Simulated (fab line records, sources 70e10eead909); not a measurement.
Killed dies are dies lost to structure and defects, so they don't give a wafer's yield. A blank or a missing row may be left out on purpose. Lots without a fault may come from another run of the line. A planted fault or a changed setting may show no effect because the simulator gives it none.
Chamber matching | flow nand_harc | NHARC_A_M1_PRE_CLEAN_32 on pecvd-02: 3 sister chambers
The step time 12 s. 6 wafers are shown with their chamber, then 12 later ones without.

WAFERS WITH THEIR CHAMBER
wafer  | chamber | heater_power_w (W)
L086.5 | 2       | 664
L088.2 | 0       | 627
L088.4 | 2       | 653
L089.1 | 0       | 624
L089.3 | 1       | 549
L089.6 | 1       | 562

WAFERS WITHOUT THEIR CHAMBER
wafer  | heater_power_w (W)
L091.2 | 662
L091.3 | 676
L091.5 | 677
L093.1 | 468
L093.3 | 625
L093.5 | 476
L094.2 | 699
L094.4 | 675
L094.6 | 553
L097.2 | 566
L097.3 | 660
L097.4 | 671

WHICH CHAMBER EACH WENT THROUGH
wafer  | from the rows above | in truth
L091.2 | 2                   | 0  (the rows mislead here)
L091.3 | 2                   | 2
L091.5 | 2                   | 2
L093.1 | 1                   | 1
L093.3 | 0                   | 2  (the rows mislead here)
L093.5 | 1                   | 1
L094.2 | 2                   | 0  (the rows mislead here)
L094.4 | 2                   | 2
L094.6 | 1                   | 1
L097.2 | 1                   | 1
L097.3 | 2                   | 2
L097.4 | 2                   | 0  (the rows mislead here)
Placed correctly: 8 of 12. Can't be placed from these rows: 0. Placed wrongly: 4.
How it was worked out, from the rows above alone: a wafer's distance from a chamber is the root of the sum, over the readings, of the square of ((its reading less the chamber's mean) divided by the reading's scatter). The wafer belongs to the nearest chamber; if the next one is less than 2 further off, it can't be placed. A chamber's mean is the mean of its shown wafers. The scatter: the root of (the sum of the squares of (reading less its chamber's mean) over the shown wafers, divided by (wafers less chambers)).
